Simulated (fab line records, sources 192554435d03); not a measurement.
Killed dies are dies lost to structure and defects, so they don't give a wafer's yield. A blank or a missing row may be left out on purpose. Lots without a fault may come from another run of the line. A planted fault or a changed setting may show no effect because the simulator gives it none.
fab line records | flow n5_finfet
record lots=9 wafers=27 last_day=17
route steps=1938 shown MOL_CONTACT_COAG@577 BEOL_M4@1111 PASSIVATION@1936
lots that met no fault: from a run of the same line without faults
start_h: hours from the record's first day to the start of the lot's first wafer shown | wait_h: hours since the lot's step before | " the same as in the row above | L1.1+2: a row that stands for several wafers | - no value, or no start given | * or withheld: withheld | < > ~ a bound
route shown NAME@n: a module of which the file shows steps, and the number in the route of the first | usual: mean/standard deviation of fault-free wafers | same: alike in all rows | chamber/n: place in a boat | sites: the reading at each site | _std_site: their standard deviation | _edge_site: outer sites' mean less inner sites' | radius_mm: how far each site lies from the wafer's centre | mask NAME#n: copy n | behind: the tool/chamber that last shaped the wafer | hold: why the lot was held/for how many hours/how that ended | device: the transistor (n, p or np) that didn't switch | end of line: the same wafers' tests at the end of the route | a step without rows: its recipe alone | killed: dies lost to structure and defects at the first sort, not the wafer's yield | map: a wafer's dies, x killed, . not, _ none there
set.NAME: the setting as run; set.NAME@STEP: as run at that earlier step | model.NAME: the simulator's own value behind a step, which no gauge read
steps of the route over a sample of lots; a table a step, a row a wafer
services: from which hour (start_h, from the record's first day; less than 0 if before it) a tool's chamber was out of use, for how many hours, and why
## steps
# step N5_MOL_CONTACT_COAG_ETCH_89
# recipe chemistry=N2/H2 target=underlayer target_depth_a=130 mask_material=CAR-EUV time_s=10.4 ion_energy_ev=200 pressure_mtorr=30 source_w=840 bias_w=150 n2_flow_sccm=200 h2_flow_sccm=200 ends=cleared
# usual drypump_motor_current_A=5.7/0.5 etch_rf_on_time_s=10.39/0.16 n2_flow_sccm=200.0/0.55 oes_product_au=0.66/0.079 rf_vpp_V=524.0/2.4 showerhead_plenum_p_Torr=2.55/0.085 throttle_valve_pct=17.90/0.19
# columns lot.wafer tool chamber start_h wait_h drypump_motor_current_A etch_rf_on_time_s n2_flow_sccm oes_product_au rf_hours_counter_h rf_vpp_V showerhead_plenum_p_Torr throttle_valve_pct
L846.1 rie_diel-01 2 118.07 0.0 5.5 10.27 200.0 0.64 151 522.6 2.54 17.72
L846.5 " 0 " " 5.3 10.55 199.5 0.58 - 526.1 2.62 18.42
L846.6 " 2 " " 5.5 10.32 200.4 0.64 - 524.2 2.54 17.70
L847.1 rie_diel-06 2 124.67 0.0 5.4 10.29 199.1 0.60 242 521.2 2.51 18.04
L847.2 " 1 " " 5.3 10.26 200.3 0.61 210 524.1 2.52 17.90
L847.3 " 3 " " 6.8 10.30 200.8 0.66 152 527.8 2.65 17.82
L848.1 rie_diel-06 1 136.87 0.0 5.4 10.48 199.6 0.60 214 524.6 2.51 17.90
L848.2 " 2 " " 5.4 10.41 200.2 0.60 247 524.5 2.50 18.03
L848.3 " 0 " " 5.5 10.45 199.6 0.66 125 526.5 2.66 17.94
L849.2 rie_diel-04 1 137.13 0.0 5.6 10.48 199.3 0.61 199 522.6 2.52 17.95
L849.5 " 0 " " 5.6 10.37 200.6 0.60 - 524.2 2.52 18.27
L849.6 " 3 " " 5.6 10.16 199.5 0.66 - 520.6 2.43 17.64
L850.1 rie_diel-04 0 142.57 0.0 5.6 10.49 199.6 0.60 227 521.2 2.52 18.30
L850.2 " 3 " " 5.6 10.22 200.2 0.64 174 521.8 2.42 17.64
L850.6 " 0 " " 5.6 10.44 199.4 0.60 - 523.5 2.52 18.29
L853.1 rie_diel-04 2 161.48 0.0 6.5 10.34 198.4 0.84 3 529.2 2.72 17.83
L853.3 " 0 " " 5.6 10.48 199.7 0.59 236 522.5 2.51 18.29
L853.6 " 1 " " 5.6 10.60 199.7 0.60 - 523.0 2.52 17.97
L859.1 rie_diel-01 3 203.83 0.0 5.8 10.40 199.4 0.76 40 525.5 2.60 17.73
L859.3 " 0 " " 5.3 10.07 198.9 0.79 19 525.3 2.61 18.03
L859.5 " 2 " " 5.5 10.41 200.8 0.62 - 523.5 2.53 17.76
L862.1 rie_diel-06 2 211.70 0.0 5.4 10.54 199.7 0.78 17 522.3 2.50 17.64
L862.2 " 1 " " 5.4 10.50 199.6 0.58 242 522.7 2.50 17.94
L862.4 " 3 " " 6.8 10.50 200.4 0.62 183 526.7 2.64 17.87
L865.2 rie_diel-04 0 233.11 0.0 5.6 10.15 200.2 0.82 5 523.6 2.50 17.91
L865.4 " 2 " " 6.5 10.40 199.6 0.76 32 528.3 2.71 17.89
L865.6 " 1 " " 5.6 10.65 200.5 0.59 - 521.7 2.51 18.00
# step N5_MOL_CONTACT_COAG_STRIP_119
# recipe chemistry=N2/H2 time_s=30 power_w=1000 temp_c=250 pressure_mtorr=withheld n2_flow_sccm=1750 h2_flow_sccm=3250
# usual drypump_motor_current_A=5.5/0.6 heater_power_w=324/18 n2_flow_sccm=1750/5.5
# columns lot.wafer tool chamber start_h wait_h drypump_motor_current_A heater_power_w n2_flow_sccm rf_hours_counter_h
L846.1 plasma_asher-01 0 118.70 0.1 5.7 337 1753 94
L846.5 " 1 " " 4.7 321 1743 -
L846.6 " 0 " " 5.7 316 1756 -
L847.1 plasma_asher-01 1 125.30 0.1 4.7 321 1747 95
L847.2 " 0 " " 5.7 332 1747 95
L847.3 " 0 " " 5.7 323 1742 -
L848.1 plasma_asher-02 0 137.53 0.1 6.4 299 1754 47
L848.2 " 1 " " 5.5 353 1737 47
L848.3 " 0 " " 6.4 298 1751 -
L849.2 plasma_asher-02 1 137.75 0.1 5.5 351 1751 47
L849.5 " 1 " " 5.5 363 1751 -
L849.6 " 0 " " 6.4 297 1735 -
L850.1 plasma_asher-02 1 143.19 0.1 5.5 353 1752 48
L850.2 " 0 " " 6.4 300 1754 48
L850.6 " 1 " " 5.5 356 1754 -
L853.1 plasma_asher-02 1 162.39 0.1 5.5 351 1751 54
L853.3 " 1 " " 5.5 363 1751 -
L853.6 " 0 " " 6.4 295 1756 -
L859.1 plasma_asher-01 0 204.63 0.1 5.7 320 1745 109
L859.3 " 1 " " 4.7 311 1743 -
L859.5 " 1 " " 4.7 319 1756 -
L862.1 plasma_asher-01 1 212.32 0.1 4.7 317 1745 110
L862.2 " 0 " " 5.7 333 1748 110
L862.4 " 1 " " 4.7 318 1749 -
L865.2 plasma_asher-02 0 233.74 0.1 6.4 305 1753 69
L865.4 " 0 " " 6.4 313 1751 -
L865.6 " 1 " " 5.5 359 1756 -
# step N5_MOL_CONTACT_COAG_EXPOSE_37
# recipe mask_id=VD na=0.33 source_shape=annular sigma_inner=0.3 sigma_outer=0.7 polarization=unpolarized defocus_nm=0 dose_mj=62
# same sigma_inner=0.3
# columns lot.wafer tool chamber start_h wait_h mask
L846.1+5+6 euv_scanner-02 0 119.02 - VD#0
L847.1+2+3 euv_scanner-02 0 125.62 - VD#0
L848.1+2+3 euv_scanner-01 0 137.97 - VD#0
L849.2+5+6 euv_scanner-02 0 138.21 - VD#0
L850.1+2+6 euv_scanner-02 0 143.51 - VD#0
L853.1+3+6 euv_scanner-02 0 162.84 - VD#0
L859.1+3+5 euv_scanner-02 0 204.95 - VD#0
L862.1+2+4 euv_scanner-02 0 212.77 - VD#0
L865.2+4+6 euv_scanner-01 0 234.19 - VD#0
# step N5_MOL_CONTACT_COAG_OVL_MEAS_41
# recipe points_per_wafer=522
# usual VD_OVL=-0.2/0.54
# columns lot.wafer tool chamber start_h wait_h VD_OVL[nm]
L846.1 overlay-01 0 119.19 0.0 -0.7
L846.5 " 0 " " 0.1
L846.6 " 0 " " 0.3
L847.1 overlay-01 0 125.79 0.0 0.0
L847.2 " 0 " " 0.9
L847.3 " 0 " " 0.5
L848.1 overlay-01 0 138.15 0.0 0.6
L848.2 " 0 " " -0.3
L848.3 " 0 " " 0.1
L849.2 overlay-02 0 138.38 0.0 -0.6
L849.5 " 0 " " -0.5
L849.6 " 0 " " -0.7
L850.1 overlay-02 0 143.69 0.0 0.2
L850.2 " 0 " " 0.6
L850.6 " 0 " " 0.7
L853.1 overlay-02 0 163.01 0.0 -0.2
L853.3 " 0 " " 0.3
L853.6 " 0 " " -0.6
L859.1 overlay-01 0 205.13 0.0 12.2
L859.3 " 0 " " 11.5
L859.5 " 0 " " 12.3
L862.1 overlay-01 0 212.94 0.0 11.7
L862.2 " 0 " " 12.6
L862.4 " 0 " " 12.3
L865.2 overlay-02 0 234.36 0.0 0.2
L865.4 " 0 " " 0.5
L865.6 " 0 " " -0.1
# step N5_MOL_CONTACT_COAG_INSPECT_42
# recipe mode=adi inspect_instrument=brightfield
# usual raw_defect_count=195/52
# columns lot.wafer tool chamber start_h wait_h raw_defect_count
L846.1 defect_inspect-01 - 119.25 0.1 146
L846.5 " - " " 148
L846.6 " - " " 226
L847.1 defect_inspect-02 - 125.85 0.1 175
L847.2 " - " " 180
L847.3 " - " " 240
L848.1 defect_inspect-01 - 138.20 0.1 200
L848.2 " - " " 271
L848.3 " - " " 237
L849.2 defect_inspect-02 - 138.43 0.0 134
L849.5 " - " " 148
L849.6 " - " " 124
L850.1 defect_inspect-01 - 143.75 0.1 194
L850.2 " - " " 173
L850.6 " - " " 155
L853.1 defect_inspect-02 - 163.07 0.1 144
L853.3 " - " " 170
L853.6 " - " " 184
L859.1 defect_inspect-02 - 205.19 0.1 301
L859.3 " - " " 228
L859.5 " - " " 186
L862.1 defect_inspect-02 - 213.00 0.1 136
L862.2 " - " " 185
L862.4 " - " " 166
L865.2 defect_inspect-02 - 234.42 0.0 164
L865.4 " - " " 187
L865.6 " - " " 289
# step N5_BEOL_M4_RC_MEAS_101
# usual DIBL_N=36.4/1.5 DIBL_P=36.6/1.9 IOFF_N=0.155/0.021 IOFF_P=0.211/0.028 ION_N=671/8.6 ION_P=462/5.8 SS_N=71.5/0.5 SS_P=73.4/0.58 VT_N=250.1/2.4 VT_P=-250.1/3
# columns lot.wafer tool chamber start_h wait_h DIBL_N[mV/V] DIBL_P[mV/V] IOFF_N[nA/um] IOFF_P[nA/um] ION_N[uA/um] ION_P[uA/um] SS_N[mV/dec] SS_P[mV/dec] VT_N[mV] VT_P[mV]
L846.1 prober-01 0 186.47 0.0 37.2 39.2 0.161 0.217 673 462 71.3 73.6 252.4 -251.4
L846.5 " 0 " " 38.2 39.4 0.176 0.220 674 460 72.0 73.9 250.6 -250.6
L846.6 " 0 " " 34.9 36.1 0.127 0.173 660 453 71.1 72.8 256.3 -252.3
L847.1 prober-02 0 186.99 0.0 35.9 35.7 0.146 0.173 668 450 71.1 73.6 250.3 -254.6
L847.2 " 0 " " 34.8 34.6 0.130 0.158 665 448 70.9 73.4 251.9 -256.9
L847.3 " 0 " " 36.2 35.7 0.145 0.171 664 456 70.9 73.4 248.6 -255.1
L848.1 prober-01 0 190.62 0.0 34.9 34.8 0.137 0.224 657 464 70.6 72.8 254.1 -246.3
L848.2 " 0 " " 34.0 33.9 0.129 0.204 661 463 70.9 72.6 256.0 -251.0
L848.3 " 0 " " 33.9 33.5 0.126 0.202 660 466 71.0 72.7 249.6 -251.1
L849.2 prober-02 0 207.85 0.2 36.5 36.7 0.155 0.208 673 460 71.6 73.4 250.9 -250.0
L849.5 " 0 " " 34.8 33.9 0.126 0.179 664 459 71.2 72.0 250.4 -253.1
L849.6 " 0 " " 36.1 36.1 0.144 0.205 669 462 71.3 73.7 252.1 -252.4
L850.1 prober-01 0 208.23 0.0 37.1 38.8 0.171 0.237 675 466 72.0 73.4 248.3 -246.5
L850.2 " 0 " " 36.5 37.6 0.168 0.222 674 463 71.3 73.5 247.9 -247.4
L850.6 " 0 " " 36.7 38.3 0.163 0.237 675 464 71.5 73.5 249.0 -246.5
L853.1 prober-02 0 230.69 0.0 35.1 37.2 0.155 0.237 672 468 71.5 73.1 249.5 -246.7
L853.3 " 0 " " 34.4 36.2 0.144 0.221 669 458 71.2 73.0 250.6 -246.5
L853.6 " 0 " " 33.7 35.3 0.133 0.204 662 461 71.7 72.8 252.6 -252.6
L859.1 prober-01 0 273.76 0.0 37.7 37.4 0.158 0.238 669 463 72.0 73.7 249.9 -249.9
L859.3 " 0 " " 37.2 37.2 0.149 0.240 665 462 71.5 73.4 249.9 -250.2
L859.5 " 0 " " 38.2 38.3 0.169 0.260 671 471 71.9 73.4 249.4 -246.3
L862.1 prober-01 0 280.43 0.0 36.9 37.3 0.160 0.221 665 459 71.8 73.4 252.5 -247.9
L862.2 " 0 " " 37.9 38.5 0.186 0.218 686 461 71.9 73.7 247.3 -250.5
L862.4 " 0 " " 37.3 37.8 0.171 0.209 677 460 71.3 73.5 247.6 -250.5
L865.2 prober-01 0 297.41 0.2 32.6 33.7 0.128 0.168 670 469 71.4 72.8 252.5 -250.6
L865.4 " 0 " " 34.9 35.5 0.152 0.209 677 471 71.3 73.7 249.9 -246.6
L865.6 " 0 " " 34.2 34.8 0.143 0.188 679 467 71.7 73.1 251.6 -253.1
# step N5_PASSIVATION_PROBE_49
# usual defect_limited_yield=91.5/1.4 killed_at_M0_to_M3=33/10 killed_at_M4_up=13/5 killed_at_contacts=13/5.6 killed_at_front_end=38/12 killed_at_other=3.9/2.7 killed_dies=100/16 killed_on_rim=13/4 killed_open=66/13 killed_short=32/7.2 sort_bin_5_function=5.0/0.97 sort_bin_6_memory=3.2/0.61 sort_n_pass=1080/16 sort_yield_pct=91.5/1.4
# same gross_dies=1180 killed_at_back_side=0 sort_bin_4_leakage[%]=0 sort_bin_8_speed[%]=0
# columns lot.wafer tool chamber start_h wait_h defect_limited_yield[%] killed_at_M0_to_M3 killed_at_M4_up killed_at_contacts killed_at_front_end killed_at_other killed_dies killed_on_rim killed_open killed_short sort_bin_5_function[%] sort_bin_6_memory[%] sort_n_pass sort_yield_pct[%]
L859.1 prober-02 - 377.93 0.0 0 33 9 1090 44 4 1180 152 54 38 49.8 2.8 0 0
L859.3 prober-02 - 378.03 0.1 0 13 7 1088 70 2 1180 152 61 36 50.2 3.1 0 0
L859.5 prober-02 - 378.13 0.2 0 29 12 1074 59 6 1180 152 83 34 49.9 3.1 0 0
L862.1 prober-02 - 392.38 0.0 0 27 13 1084 52 4 1180 152 72 33 50.3 3.2 0 0
L862.2 prober-02 - 392.43 0.1 0 20 9 1115 31 5 1180 152 46 25 49.1 2.6 0 0
L862.4 prober-02 - 392.53 0.2 0 41 19 1088 29 3 1180 152 78 37 48.8 3.9 0 0
# killed by level:class
L859.1 MOL_CONTACT_COAG:overlay=1085 FIN_SAQP:geometric_particle:short=13 BEOL_M0_SAQP:geometric_particle:short=11 BEOL_M0_SAQP:geometric_particle:open=10 FIN_SAQP:geometric_particle:open=7 DUMMY_GATE:geometric_particle:open=6 BEOL_M2:geometric_particle:open=6 BEOL_M4:geometric_particle:open=4
L859.3 MOL_CONTACT_COAG:overlay=1081 FIN_SAQP:geometric_particle:open=22 FIN_SAQP:geometric_particle:short=8 DUMMY_GATE:geometric_particle:open=7 GATE_CUT:geometric_particle:short=5 BEOL_M0_SAQP:geometric_particle:short=5 STI_FIN_REVEAL:geometric_particle:open=4 MOL_CONTACT_COAG:geometric_particle:open=4
L859.5 MOL_CONTACT_COAG:overlay=1061 FIN_SAQP:geometric_particle:open=15 MOL_CONTACT_COAG:geometric_particle:open=11 BEOL_M0_SAQP:geometric_particle:open=8 BEOL_M0_SAQP:geometric_particle:short=7 FIN_SAQP:geometric_particle:short=6 DUMMY_GATE:geometric_particle:open=6 BEOL_M4:geometric_particle:open=6
L862.1 MOL_CONTACT_COAG:overlay=1074 STI_FIN_REVEAL:geometric_particle:open=19 FIN_SAQP:geometric_particle:short=8 FIN_SAQP:geometric_particle:open=7 MOL_CONTACT_COAG:geometric_particle:open=7 BEOL_M1:geometric_particle:open=7 STI_FIN_REVEAL:geometric_particle:short=6 BEOL_M0_SAQP:geometric_particle:short=6
L862.2 MOL_CONTACT_COAG:overlay=1107 FIN_SAQP:geometric_particle:short=10 FIN_SAQP:geometric_particle:open=9 MOL_CONTACT_COAG:geometric_particle:open=7 BEOL_M3:geometric_particle:open=5 STARTING-WAFER:geometric_particle:short=4 BEOL_M1:geometric_particle:open=3 BEOL_M2:geometric_particle:short=3
L862.4 MOL_CONTACT_COAG:overlay=1063 MOL_CONTACT_COAG:geometric_particle:open=14 MOL_CONTACT_COAG:geometric_particle:short=11 BEOL_M2:geometric_particle:open=11 BEOL_M1:geometric_particle:open=9 DUMMY_GATE:geometric_particle:open=8 BEOL_M0:geometric_particle:open=7 BEOL_M4:geometric_particle:open=7
## services
# columns tool chamber start_h hours kind
rie_diel-06 3 95.74 5.3 repair
rie_diel-06 1 102.17 2.4 repair
rie_diel-01 - 104.58 0.5 repair
euv_scanner-02 - 108.96 1.0 pm
euv_scanner-02 - 109.97 4.6 pm
euv_scanner-01 - 114.57 1.0 pm
euv_scanner-01 - 115.58 4.6 pm
rie_diel-06 0 118.56 6.0 repair
rie_diel-04 2 135.03 - clean
rie_diel-04 2 135.03 - consumable_replace:focus_ring
rie_diel-04 2 135.03 - consumable_replace:showerhead
rie_diel-04 2 135.03 19.1 scheduled_down
rie_diel-04 2 135.03 19.1 vent_cycle
plasma_asher-01 - 151.40 9.6 repair
euv_scanner-02 - 156.81 1.0 pm
euv_scanner-01 - 163.74 1.0 pm
euv_scanner-01 - 187.82 0.5 repair
euv_scanner-02 0 202.00 - calibration
rie_diel-04 0 204.28 - clean
rie_diel-04 0 204.28 - consumable_replace:focus_ring
rie_diel-04 0 204.28 17.3 scheduled_down
euv_scanner-02 - 212.96 1.0 pm
rie_diel-04 1 217.32 5.2 repair
euv_scanner-01 - 219.89 1.0 pm
## key
first_sign step=N5_MOL_CONTACT_COAG_OVL_MEAS_41 reading=VD_OVL direction=up sigmas=23 usual=-0.2 struck=12.1
effect step=N5_PASSIVATION_PROBE_49 reading=killed_at_contacts direction=up sigmas=99+ usual=13 struck=1090
more_kills_born_at N5_MOL_CONTACT_COAG_EXPOSE_37@euv_scanner-02=6471
met_at N5_MOL_CONTACT_COAG_EXPOSE_37
struck_lots L859,L862
not_acting_at N5_MOL_CONTACT_COAG_ETCH_89,N5_MOL_CONTACT_COAG_STRIP_119,N5_MOL_CONTACT_COAG_INSPECT_42
onset_between 162.84 204.95
fault kind=scanner_matching_overlay tool=euv_scanner-02 chamber=- onset_h=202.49 steps=N5_MOL_CONTACT_COAG_EXPOSE_37 offset=12.852
